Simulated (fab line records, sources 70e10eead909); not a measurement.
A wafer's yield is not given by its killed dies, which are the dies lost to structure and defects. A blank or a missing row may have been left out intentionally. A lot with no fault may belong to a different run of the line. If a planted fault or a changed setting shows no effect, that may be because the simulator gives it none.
Which tool was responsible? :: flow nand harc :: 12 lots, 36 wafers sampled, at 6 steps of a route of 1302

## WHAT THE GAUGES READ, wafer by wafer
NHARC_A_ONON_D2_THK_MEAS_08: measures by ellipsometry.
lot: L735
measured: day 13 02:08
on: film metro-01
thk nm (nm): 1004 1002 1002

lot: L736
measured: day 13 13:00
on: film metro-02
thk nm (nm): 1003 1004 1002

lot: L737
measured: day 13 22:08
on: film metro-01
thk nm (nm): 1003 1005 1003

lot: L738
measured: day 14 08:31
on: film metro-01
thk nm (nm): 985 986 984

lot: L739
measured: day 14 16:56
on: film metro-01
thk nm (nm): 999 999 1002

lot: L741
measured: day 15 13:04
on: film metro-01
thk nm (nm): 1011 1011 1010

lot: L747
measured: day 18 11:11
on: film metro-01
thk nm (nm): 991 988 989

lot: L748
measured: day 18 20:08
on: film metro-02
thk nm (nm): 989 990 992

lot: L752
measured: day 20 22:42
on: film metro-02
thk nm (nm): 1009 1007 1007

lot: L754
measured: day 21 04:53
on: film metro-02
thk nm (nm): 998 998 999

lot: L756
measured: day 21 05:02
on: film metro-01
thk nm (nm): 992 993 994

lot: L757
measured: day 22 04:11
on: film metro-01
thk nm (nm): 1013 1010 1012

NHARC_A_ONON_D2_THK_MEAS_14: measures by ellipsometry.
lot: L735
measured: day 13 03:17
on: film metro-02
thk nm (nm): 1022 1022 1023

lot: L736
measured: day 13 14:08
on: film metro-01
thk nm (nm): 982 982 982

lot: L737
measured: day 13 23:16
on: film metro-01
thk nm (nm): 1005 1007 1005

lot: L738
measured: day 14 09:38
on: film metro-02
thk nm (nm): 1004 1003 1003

lot: L739
measured: day 14 18:04
on: film metro-02
thk nm (nm): 1001 1002 1003

lot: L741
measured: day 15 14:12
on: film metro-01
thk nm (nm): 984 986 984

lot: L747
measured: day 18 12:19
on: film metro-02
thk nm (nm): 1586 1586 1587

lot: L748
measured: day 18 21:16
on: film metro-02
thk nm (nm): 1596 1596 1595

lot: L752
measured: day 20 23:50
on: film metro-01
thk nm (nm): 1008 1007 1007

lot: L754
measured: day 21 06:01
on: film metro-01
thk nm (nm): 982 985 985

lot: L756
measured: day 21 06:10
on: film metro-02
thk nm (nm): 998 997 999

lot: L757
measured: day 22 05:19
on: film metro-02
thk nm (nm): 997 998 997

NHARC_END_SORT_01.
lot: L747
measured: day 29 22:10
on: prober-02
killed at array: 671 673 669
killed at other: 0 0 1
killed at periphery: 6 4 7
killed dies: 677 677 677
killed open: 4 7 9
killed short: 3 1 2

lot: L748
measured: day 31 03:28
on: prober-01
killed at array: 675 672 673
killed at other: 0 1 0
killed at periphery: 2 4 4
killed dies: 677 677 677
killed open: 2 6 6
killed short: 1 2 5

## WHICH TOOL RAN EACH LOT (tool, then ch and the chambers of the sampled wafers, then the start)
lot: L735
NHARC_A_CHANNEL_FILL_D1_STRIP_29: rie diel-13 ch 1,3, day 11 07:31
NHARC_A_ONON_D2_DEP_12: pecvd onon-04 ch 0, day 13 02:46
NHARC_A_CHANNEL_HOLE_D2_DEP_01: pecvd-04 ch 1,2, day 13 16:11

lot: L736
NHARC_A_CHANNEL_FILL_D1_STRIP_29: rie diel-10 ch 0,3, day 13 13:00 or earlier
NHARC_A_ONON_D2_DEP_12: pecvd onon-04 ch 0, day 13 13:37
NHARC_A_CHANNEL_HOLE_D2_DEP_01: pecvd-04 ch 0,2, day 14 08:57

lot: L737
NHARC_A_CHANNEL_FILL_D1_STRIP_29: rie diel-05 ch 0,2,3, day 13 22:08 or earlier
NHARC_A_ONON_D2_DEP_12: pecvd onon-04 ch 0, day 13 22:48
NHARC_A_CHANNEL_HOLE_D2_DEP_01: pecvd-02 ch 0,1,2, day 14 19:07

lot: L738
NHARC_A_CHANNEL_FILL_D1_STRIP_29: rie diel-13 ch 0,1,2, day 14 08:31 or earlier
NHARC_A_ONON_D2_DEP_12: pecvd onon-01 ch 0, day 14 09:08
NHARC_A_CHANNEL_HOLE_D2_DEP_01: pecvd-02 ch 0,1,2, day 15 01:01

lot: L739
NHARC_A_CHANNEL_FILL_D1_STRIP_29: rie diel-10 ch 0,1,2, day 14 16:56 or earlier
NHARC_A_ONON_D2_DEP_12: pecvd onon-01 ch 0, day 14 17:33
NHARC_A_CHANNEL_HOLE_D2_DEP_01: pecvd-04 ch 0,1,2, day 15 07:31

lot: L741
NHARC_A_CHANNEL_FILL_D1_STRIP_29: rie diel-13 ch 1,3, day 13 18:36
NHARC_A_ONON_D2_DEP_12: pecvd onon-04 ch 0, day 15 13:41
NHARC_A_CHANNEL_HOLE_D2_DEP_01: pecvd-02 ch 1,2, day 16 02:50

lot: L747
NHARC_A_CHANNEL_FILL_D1_STRIP_29: rie diel-05 ch 0,2,3, day 18 11:11 or earlier
NHARC_A_ONON_D2_DEP_12: pecvd onon-04 ch 0, day 18 11:48
NHARC_A_CHANNEL_HOLE_D2_DEP_01: -

lot: L748
NHARC_A_CHANNEL_FILL_D1_STRIP_29: rie diel-10 ch 1,2,3, day 18 20:08 or earlier
NHARC_A_ONON_D2_DEP_12: pecvd onon-04 ch 0, day 18 20:49
NHARC_A_CHANNEL_HOLE_D2_DEP_01: -

lot: L752
NHARC_A_CHANNEL_FILL_D1_STRIP_29: rie diel-13 ch 1,2,3, day 20 22:42 or earlier
NHARC_A_ONON_D2_DEP_12: pecvd onon-01 ch 0, day 20 23:23
NHARC_A_CHANNEL_HOLE_D2_DEP_01: pecvd-03 ch 0,1,2, day 21 13:56

lot: L754
NHARC_A_CHANNEL_FILL_D1_STRIP_29: rie diel-10 ch 0,2,3, day 21 04:53 or earlier
NHARC_A_ONON_D2_DEP_12: pecvd onon-01 ch 0, day 21 05:30
NHARC_A_CHANNEL_HOLE_D2_DEP_01: pecvd-03 ch 0,1,2, day 21 23:29

lot: L756
NHARC_A_CHANNEL_FILL_D1_STRIP_29: rie diel-13 ch 0,1,3, day 21 05:02 or earlier
NHARC_A_ONON_D2_DEP_12: pecvd onon-04 ch 0, day 21 05:39
NHARC_A_CHANNEL_HOLE_D2_DEP_01: pecvd-02 ch 0,2, day 21 23:43

lot: L757
NHARC_A_CHANNEL_FILL_D1_STRIP_29: rie diel-10 ch 0,1,3, day 20 03:03
NHARC_A_ONON_D2_DEP_12: pecvd onon-01 ch 0, day 22 04:52
NHARC_A_CHANNEL_HOLE_D2_DEP_01: pecvd-03 ch 1,2, day 22 17:31
- NHARC_A_CHANNEL_FILL_D1_STRIP_29: strips in O2, time 20 s.
- NHARC_A_ONON_D2_DEP_12: target thk 1000 nm.
- NHARC_A_CHANNEL_HOLE_D2_DEP_01: deposits SiON, target thk 140 nm.

## WHAT THE TOOLS THEMSELVES READ (means of the sampled wafers that have a number; where no wafer has one, the mark that the record gives instead)
NHARC_A_CHANNEL_FILL_D1_STRIP_29.
lot: L735
tool: rie diel-13
chamber pressure mTorr (mTorr): 59.95
drypump motor current A (A): 5.4
o2 flow sccm (sccm): 498.6
oes product au (a.u.): 1.007
rf vpp V (V): 57.2
showerhead plenum p Torr (Torr): 3.36
throttle valve pct (%): 17.034

lot: L736
tool: rie diel-10
chamber pressure mTorr (mTorr): 59.96
drypump motor current A (A): 6.5
o2 flow sccm (sccm): 501.3
oes product au (a.u.): 1.000
rf vpp V (V): 57.4
showerhead plenum p Torr (Torr): 3.57
throttle valve pct (%): 17.028

lot: L737
tool: rie diel-05
chamber pressure mTorr (mTorr): 59.98
drypump motor current A (A): 5.2
o2 flow sccm (sccm): 500.5
oes product au (a.u.): 0.995
rf vpp V (V): 58.1
showerhead plenum p Torr (Torr): 3.52
throttle valve pct (%): 17.030

lot: L738
tool: rie diel-13
chamber pressure mTorr (mTorr): 60.00
drypump motor current A (A): 5.6
o2 flow sccm (sccm): 500.8
oes product au (a.u.): 1.003
rf vpp V (V): 57.9
showerhead plenum p Torr (Torr): 3.45
throttle valve pct (%): 17.033

lot: L739
tool: rie diel-10
chamber pressure mTorr (mTorr): 60.02
drypump motor current A (A): 6.3
o2 flow sccm (sccm): 499.0
oes product au (a.u.): 0.993
rf vpp V (V): 58.3
showerhead plenum p Torr (Torr): 3.52
throttle valve pct (%): 17.035

lot: L741
tool: rie diel-13
chamber pressure mTorr (mTorr): 60.01
drypump motor current A (A): 5.4
o2 flow sccm (sccm): 500.3
oes product au (a.u.): 0.992
rf vpp V (V): 57.3
showerhead plenum p Torr (Torr): 3.35
throttle valve pct (%): 17.034

lot: L747
tool: rie diel-05
chamber pressure mTorr (mTorr): 60.02
drypump motor current A (A): 5.3
o2 flow sccm (sccm): 498.9
oes product au (a.u.): 1.008
rf vpp V (V): 58.0
showerhead plenum p Torr (Torr): 3.52
throttle valve pct (%): 17.041

lot: L748
tool: rie diel-10
chamber pressure mTorr (mTorr): 59.99
drypump motor current A (A): 6.4
o2 flow sccm (sccm): 500.6
oes product au (a.u.): 0.997
rf vpp V (V): 57.9
showerhead plenum p Torr (Torr): 3.52
throttle valve pct (%): 17.035

lot: L752
tool: rie diel-13
chamber pressure mTorr (mTorr): 60.04
drypump motor current A (A): 5.3
o2 flow sccm (sccm): 501.4
oes product au (a.u.): 0.995
rf vpp V (V): 57.8
showerhead plenum p Torr (Torr): 3.43
throttle valve pct (%): 17.045

lot: L754
tool: rie diel-10
chamber pressure mTorr (mTorr): 60.00
drypump motor current A (A): 6.3
o2 flow sccm (sccm): 499.9
oes product au (a.u.): 1.004
rf vpp V (V): 57.4
showerhead plenum p Torr (Torr): 3.59
throttle valve pct (%): 17.033

lot: L756
tool: rie diel-13
chamber pressure mTorr (mTorr): 59.98
drypump motor current A (A): 5.7
o2 flow sccm (sccm): 500.5
oes product au (a.u.): 1.006
rf vpp V (V): 58.2
showerhead plenum p Torr (Torr): 3.37
throttle valve pct (%): 17.046

lot: L757
tool: rie diel-10
chamber pressure mTorr (mTorr): 59.99
drypump motor current A (A): 6.5
o2 flow sccm (sccm): 499.7
oes product au (a.u.): 0.999
rf vpp V (V): 58.1
showerhead plenum p Torr (Torr): 3.50
throttle valve pct (%): 17.043

NHARC_A_ONON_D2_DEP_12.
lot: L735
tool: pecvd onon-04
n2 flow sccm (sccm): 2752

lot: L736
tool: pecvd onon-04
n2 flow sccm (sccm): 2749

lot: L737
tool: pecvd onon-04
n2 flow sccm (sccm): 2745

lot: L738
tool: pecvd onon-01
n2 flow sccm (sccm): 2741

lot: L739
tool: pecvd onon-01
n2 flow sccm (sccm): 2745

lot: L741
tool: pecvd onon-04
n2 flow sccm (sccm): 2751

lot: L747
tool: pecvd onon-04
n2 flow sccm (sccm): 2752

lot: L748
tool: pecvd onon-04
n2 flow sccm (sccm): 2753

lot: L752
tool: pecvd onon-01
n2 flow sccm (sccm): 2747

lot: L754
tool: pecvd onon-01
n2 flow sccm (sccm): 2755

lot: L756
tool: pecvd onon-04
n2 flow sccm (sccm): 2749

lot: L757
tool: pecvd onon-01
n2 flow sccm (sccm): 2749

NHARC_A_CHANNEL_HOLE_D2_DEP_01.
lot: L735
tool: pecvd-04
heater power w (W): 780
rf fwd power W (W): 350.0

lot: L736
tool: pecvd-04
heater power w (W): 714
rf fwd power W (W): 349.4

lot: L737
tool: pecvd-02
heater power w (W): 697
rf fwd power W (W): 347.9

lot: L738
tool: pecvd-02
heater power w (W): 709
rf fwd power W (W): 347.4

lot: L739
tool: pecvd-04
heater power w (W): 791
rf fwd power W (W): 348.9

lot: L741
tool: pecvd-02
heater power w (W): 724
rf fwd power W (W): 347.8

lot: L752
tool: pecvd-03
heater power w (W): 768
rf fwd power W (W): 348.2

lot: L754
tool: pecvd-03
heater power w (W): 756
rf fwd power W (W): 349.0

lot: L756
tool: pecvd-02
heater power w (W): 669
rf fwd power W (W): 348.8

lot: L757
tool: pecvd-03
heater power w (W): 799
rf fwd power W (W): 347.9

## THE ANSWER, worked out from the rows above alone
Rule: the lots themselves supply what counts as usual. The widest of any qualifying gaps counts: lots, ordered by their means at a reading, are off when they make up no more than a third of the lots, leave a main group of 4 or more, and stand apart from it by 3 or more times the standard deviation of that group's means. A main group is skipped when, at the precision printed for the reading in the tables above, its means are all equal. A lot without any number at a reading at which 4 lots or more have one is off too. The other lots that the step has rows for count as sound. After the gauges, taken in route order, come the tools' own readings; for these a lot's mean is taken, as printed above. The first step at which some lot is off is used, and at that step the reading that is off furthest; a lot without a number counts as furthest.
Off: L747, L748, at NHARC_A_ONON_D2_THK_MEAS_14 (thk nm). Mean 999 nm and standard deviation 12 in the main group.
If a tool, at a process step before that reading, ran all the lots that are off and no sound lot after the first of them, it fits. Those tools and the gauges at NHARC_A_ONON_D2_THK_MEAS_14 are tried in the same way. With no start given for some of its lots, NHARC_A_CHANNEL_FILL_D1_STRIP_29 uses the hours and lot order of NHARC_A_ONON_D2_THK_MEAS_08. Not one of the candidates tried fits.

## WHAT THE SIMULATOR HAD INSERTED
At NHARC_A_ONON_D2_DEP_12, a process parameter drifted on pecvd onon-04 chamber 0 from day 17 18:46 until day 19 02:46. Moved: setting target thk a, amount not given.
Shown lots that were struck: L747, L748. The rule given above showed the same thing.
